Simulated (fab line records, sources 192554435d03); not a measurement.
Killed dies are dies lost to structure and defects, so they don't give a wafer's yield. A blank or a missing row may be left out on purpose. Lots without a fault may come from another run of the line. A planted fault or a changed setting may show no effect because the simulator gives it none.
fab line records | flow n5_finfet
record lots=11 wafers=33 last_day=17
route steps=1938 shown BEOL_M13@1709 BEOL_M14@1717
lots that met no fault: from a run of the same line without faults
start_h: hours from the record's first day to the start of the lot's first wafer shown | wait_h: hours since the lot's step before | " the same as in the row above | L1.1+2: a row that stands for several wafers | - no value, or no start given | * or withheld: withheld | < > ~ a bound
route shown NAME@n: a module of which the file shows steps, and the number in the route of the first | usual: mean/standard deviation of fault-free wafers | same: alike in all rows | chamber/n: place in a boat | sites: the reading at each site | _std_site: their standard deviation | _edge_site: outer sites' mean less inner sites' | radius_mm: how far each site lies from the wafer's centre | mask NAME#n: copy n | behind: the tool/chamber that last shaped the wafer | hold: why the lot was held/for how many hours/how that ended | device: the transistor (n, p or np) that didn't switch | end of line: the same wafers' tests at the end of the route | a step without rows: its recipe alone | killed: dies lost to structure and defects at the first sort, not the wafer's yield | map: a wafer's dies, x killed, . not, _ none there
set.NAME: the setting as run; set.NAME@STEP: as run at that earlier step | model.NAME: the simulator's own value behind a step, which no gauge read
steps of the route over a sample of lots; a table a step, a row a wafer
services: from which hour (start_h, from the record's first day; less than 0 if before it) a tool's chamber was out of use, for how many hours, and why
## steps
# step N5_BEOL_M13_ANNEAL_48
# recipe temp_c=225 time_s=90 ambient=N2
# usual wafer_temp_C_max=225.92/0.21
# columns lot.wafer tool chamber start_h wait_h wafer_temp_C_max
L722.2 rtp_anneal-02 0 249.35 0.7 226.06
L722.5 " 0 " " 225.78
L722.6 " 0 " " 226.08
L723.3 rtp_anneal-02 0 249.97 0.9 226.10
L723.4 " 0 " " 226.17
L723.5 " 0 " " 226.17
L726.1 rtp_anneal-02 0 272.32 0.1 225.43
L726.3 " 0 " " 225.61
L726.6 " 0 " " 225.88
L729.1 rtp_anneal-02 0 283.35 0.3 226.05
L729.4 " 0 " " 225.79
L729.6 " 0 " " 225.87
L731.1 rtp_anneal-01 0 285.81 0.2 226.04
L731.2 " 0 " " 225.97
L731.4 " 0 " " 226.05
L730.1 rtp_anneal-01 0 289.73 0.3 225.88
L730.4 " 0 " " 225.88
L730.6 " 0 " " 225.71
L732.3 rtp_anneal-01 0 293.75 0.2 226.21
L732.5 " 0 " " 225.86
L732.6 " 0 " " 226.18
L733.2 rtp_anneal-01 0 297.99 0.2 226.11
L733.4 " 0 " " 226.05
L733.6 " 0 " " 225.81
L743.1 rtp_anneal-01 0 360.17 0.1 225.75
L743.3 " 0 " " 225.82
L743.4 " 0 " " 225.81
L742.2 rtp_anneal-02 0 364.02 0.4 226.00
L742.3 " 0 " " 226.08
L742.4 " 0 " " 225.80
L745.1 rtp_anneal-02 0 376.49 0.5 226.10
L745.4 " 0 " " 225.90
L745.5 " 0 " " 226.33
# step N5_BEOL_M13_CMP_49
# recipe stop_on=SiOC t_overpolish_s=17.1 down_force_psi=1 platen_rpm=50 clearing_platen_down_force_psi=1.5 clearing_platen_rpm=50 post_cmp_clean=cu_alkaline target_thk_nm=420 clearing_platen_pad_velocity_m_s=0.99484 pad_velocity_m_s=0.99484
# usual barrier_field_endpoint_s=30.3/0.55 motor_current_A=5.9/0.47 overpolish_run_s=17.099/0.0093
# columns lot.wafer tool chamber start_h wait_h barrier_field_endpoint_s motor_current_A overpolish_run_s
L722.2 cmp-03 3 249.64 0.2 30.2 7.2 17.090
L722.6 " 2 " " 29.5 5.6 17.115
L722.5 " 3 " " 30.8 7.0 17.099
L723.4 cmp-01 0 250.17 0.1 31.1 6.5 17.103
L723.3 " 3 " " 30.8 6.1 17.088
L723.5 " 1 " " 31.2 6.1 17.090
L726.3 cmp-02 3 272.63 0.2 29.9 6.5 17.105
L726.1 " 1 " " 30.1 5.6 17.097
L726.6 " 0 " " 30.2 6.2 17.086
L729.1 cmp-02 1 283.83 0.4 30.4 6.0 17.107
L729.4 " 2 " " 30.7 5.5 17.106
L729.6 " 3 " " 31.1 6.3 17.097
L731.1 cmp-03 1 286.12 0.3 30.8 5.8 17.109
L731.2 " 3 " " 30.3 6.8 17.091
L731.4 " 0 " " 29.9 5.3 17.110
L730.1 cmp-03 2 290.03 0.3 30.3 5.6 17.101
L730.4 " 3 " " 31.1 6.4 17.107
L730.6 " 3 " " 30.2 6.5 17.094
L732.3 cmp-03 1 294.03 0.2 30.4 6.3 17.094
L732.5 " 3 " " 31.0 6.7 17.097
L732.6 " 0 " " 30.4 5.6 17.093
L733.2 cmp-02 3 298.24 0.2 29.8 6.4 17.098
L733.4 " 2 " " 30.1 5.4 17.092
L733.6 " 3 " " 30.2 6.4 17.114
L743.4 cmp-01 0 360.51 0.2 30.7 6.1 17.099
L743.3 " 1 " " 30.5 6.0 17.090
L743.1 " 2 " " 30.1 5.0 17.105
L742.4 cmp-01 2 364.28 0.1 30.7 5.4 17.107
L742.2 " 3 " " 31.1 6.2 17.108
L742.3 " 0 " " 31.2 6.3 17.116
L745.4 cmp-02 2 376.82 0.2 30.3 5.3 17.102
L745.1 " 3 " " 30.4 6.3 17.095
L745.5 " 2 " " 31.8 5.5 17.065
# step N5_BEOL_M14_THK_MEAS_01
# recipe reads=SiO2_of_BEOL_M14_ILD_DEP_00
# usual M14_ILD_THK=1120/14
# columns lot.wafer tool chamber start_h wait_h M14_ILD_THK[nm]
L722.2 film_metro-02 - 250.28 0.1 1106
L722.5 " - " " 1122
L722.6 " - " " 1119
L723.3 film_metro-01 - 250.85 0.1 1092
L723.4 " - " " 1115
L723.5 " - " " 1113
L726.1 film_metro-02 - 273.33 0.1 1119
L726.3 " - " " 1119
L726.6 " - " " 1139
L729.1 film_metro-01 - 284.43 0.1 1113
L729.4 " - " " 1110
L729.6 " - " " 1123
L731.1 film_metro-02 - 286.80 0.1 1120
L731.2 " - " " 1122
L731.4 " - " " 1131
L730.1 film_metro-01 - 290.70 0.1 1119
L730.4 " - " " 1144
L730.6 " - " " 1143
L732.3 film_metro-01 - 294.63 0.1 1118
L732.5 " - " " 1130
L732.6 " - " " 1135
L733.2 film_metro-01 - 298.92 0.1 1128
L733.4 " - " " 1121
L733.6 " - " " 1125
L743.1 film_metro-02 - 361.14 0.1 1096
L743.3 " - " " 1096
L743.4 " - " " 1115
L742.2 film_metro-02 - 365.03 0.2 1107
L742.3 " - " " 1140
L742.4 " - " " 1130
L745.1 film_metro-01 - 377.46 0.1 1092
L745.4 " - " " 1115
L745.5 " - " " 1111
# step N5_BEOL_M14_COAT_04
# recipe spin_rpm=1704 resist_thk_nm=800
# usual spin_speed_rpm=1703.9/1.1
# columns lot.wafer tool chamber start_h wait_h spin_speed_rpm
L722.2 litho_track-05 0 250.32 - 1703.6
L722.5 " 0 " " 1705.7
L722.6 " 0 " " 1703.3
L723.3 litho_track-04 0 250.89 - 1702.6
L723.4 " 0 " " 1701.8
L723.5 " 0 " " 1701.7
L726.1 litho_track-04 0 273.37 - 1703.2
L726.3 " 0 " " 1704.2
L726.6 " 0 " " 1704.0
L729.1 litho_track-05 0 284.47 - 1704.7
L729.4 " 0 " " 1703.6
L729.6 " 0 " " 1705.0
L731.1 litho_track-05 0 286.83 - 1704.4
L731.2 " 0 " " 1702.8
L731.4 " 0 " " 1701.6
L730.1 litho_track-04 0 290.74 - 1702.6
L730.4 " 0 " " 1703.5
L730.6 " 0 " " 1704.6
L732.3 litho_track-04 0 294.67 - 1703.6
L732.5 " 0 " " 1703.0
L732.6 " 0 " " 1705.2
L733.2 litho_track-05 0 298.95 - 1703.1
L733.4 " 0 " " 1701.6
L733.6 " 0 " " 1702.0
L743.1 litho_track-04 0 361.18 - 1418.0
L743.3 " 0 " " 1417.6
L743.4 " 0 " " 1419.1
L742.2 litho_track-04 0 365.07 - 1418.6
L742.3 " 0 " " 1417.9
L742.4 " 0 " " 1419.8
L745.1 litho_track-02 0 377.49 - 1703.2
L745.4 " 0 " " 1703.5
L745.5 " 0 " " 1705.1
# step N5_BEOL_M14_CD_MEAS_10
# recipe target_cd_nm=250 landing_energy_ev=500 detector=se_inlens polarity=opening
# usual cd_nm=250.2/1.2
# same landing_energy_ev=500
# columns lot.wafer tool chamber start_h wait_h cd_nm
L722.2 cd_sem-03 0 250.71 - 250.0
L722.5 " 0 " " 251.2
L722.6 " 0 " " 251.5
L723.3 cd_sem-02 0 251.28 - 249.3
L723.4 " 0 " " 249.1
L723.5 " 0 " " 250.0
L726.1 cd_sem-02 0 273.76 - 250.2
L726.3 " 0 " " 251.4
L726.6 " 0 " " 248.5
L729.1 cd_sem-01 0 284.86 - 250.4
L729.4 " 0 " " 250.0
L729.6 " 0 " " 250.3
L731.1 cd_sem-02 0 287.23 - 249.5
L731.2 " 0 " " 247.6
L731.4 " 0 " " 249.7
L730.1 cd_sem-01 0 291.19 - 250.7
L730.4 " 0 " " 251.5
L730.6 " 0 " " 250.4
L732.3 cd_sem-01 0 294.94 - 249.7
L732.5 " 0 " " 249.3
L732.6 " 0 " " 250.6
L733.2 cd_sem-01 0 299.23 - 250.8
L733.4 " 0 " " 251.4
L733.6 " 0 " " 250.7
L743.1 cd_sem-02 0 361.45 - 245.6
L743.3 " 0 " " 244.6
L743.4 " 0 " " 246.9
L742.2 cd_sem-03 0 365.46 - 244.0
L742.3 " 0 " " 245.1
L742.4 " 0 " " 244.6
L745.1 cd_sem-03 0 377.76 - 252.5
L745.4 " 0 " " 250.5
L745.5 " 0 " " 251.0
## services
# columns tool chamber start_h hours kind
cmp-02 - 238.64 4.0 pm
cmp-03 - 240.49 0.4 repair
cmp-02 - 242.64 - consumable_replace:conditioner
cmp-02 - 242.64 - consumable_replace:pad
cmp-03 - 281.07 4.0 pm
cmp-03 - 285.07 - consumable_replace:conditioner
cmp-03 - 285.07 - consumable_replace:pad
cmp-01 - 304.58 3.6 pm
cmp-01 - 308.18 7.7 pm
cmp-02 - 310.75 10.9 pm
cmp-01 - 376.75 4.0 pm
## key
first_sign step=N5_BEOL_M14_COAT_04 reading=spin_speed_rpm direction=down sigmas=99+ usual=* struck=*
effect step=N5_BEOL_M14_CD_MEAS_10 reading=cd_nm direction=down sigmas=4.2 usual=250.2 struck=245.1
met_at N5_BEOL_M14_COAT_04
struck_lots L742,L743
not_acting_at N5_BEOL_M13_ANNEAL_48,N5_BEOL_M13_CMP_49,N5_BEOL_M14_THK_MEAS_01
onset_between 294.67 361.18
fault kind=process_parameter_drift tool=litho_track-04 chamber=- onset_h=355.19 steps=N5_BEOL_M14_COAT_04 channel=spin_rpm offset=* shape=step end_h=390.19 acts_in=* stated=*
